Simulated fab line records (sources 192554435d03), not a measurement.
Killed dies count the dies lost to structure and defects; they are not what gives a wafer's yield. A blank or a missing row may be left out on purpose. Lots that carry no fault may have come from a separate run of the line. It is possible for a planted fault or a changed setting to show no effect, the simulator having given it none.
Matching of chambers -- flow n5_finfet -- 4 sister chambers for N5_MOL_CONTACT_COAG_ETCH_89 on rie_diel-04
The step etches underlayer in N2/H2, target depth 13 nm, time 10.4 s. 4 wafers are shown with their chamber, then 9 later ones without.

== WAFERS WITH THEIR CHAMBER ==
wafer,chamber,drypump_motor_current_A (A)
L080.2,1,5.4
L080.5,0,6.0
L082.1,2,5.5
L082.5,3,5.0

== WAFERS MISSING THEIR CHAMBER ==
wafer,drypump_motor_current_A (A)
L094.1,6.1
L094.4,6.1
L094.5,5.5
L095.1,6.1
L095.3,5.5
L095.6,5.4
L096.2,6.1
L096.3,5.4
L096.5,6.1

== THE CHAMBER EACH PASSED THROUGH ==
wafer,from the rows above,in truth
L094.1,0,0
L094.4,0,0
L094.5,can't be placed: 2 or 1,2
L095.1,0,0
L095.3,can't be placed: 2 or 1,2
L095.6,can't be placed: 1 or 2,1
L096.2,0,0
L096.3,can't be placed: 1 or 2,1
L096.5,0,0
Correct placement for 5 of the 9. Can't be placed from these rows: 4 (the true chamber is among the candidates in 4). Number placed wrongly: 0.
How it was worked out, from the rows above alone: a wafer's distance from a chamber is the root of the sum, over the readings, of the square of ((its reading less the chamber's mean) divided by the reading's scatter). The wafer belongs to the nearest chamber; if the next one is less than 2 further off, it can't be placed. Each chamber's mean is taken over the wafers shown for it. The scatter: with one shown wafer a chamber, the root of the mean of the squares of how far each hidden wafer lies from its nearest shown one.
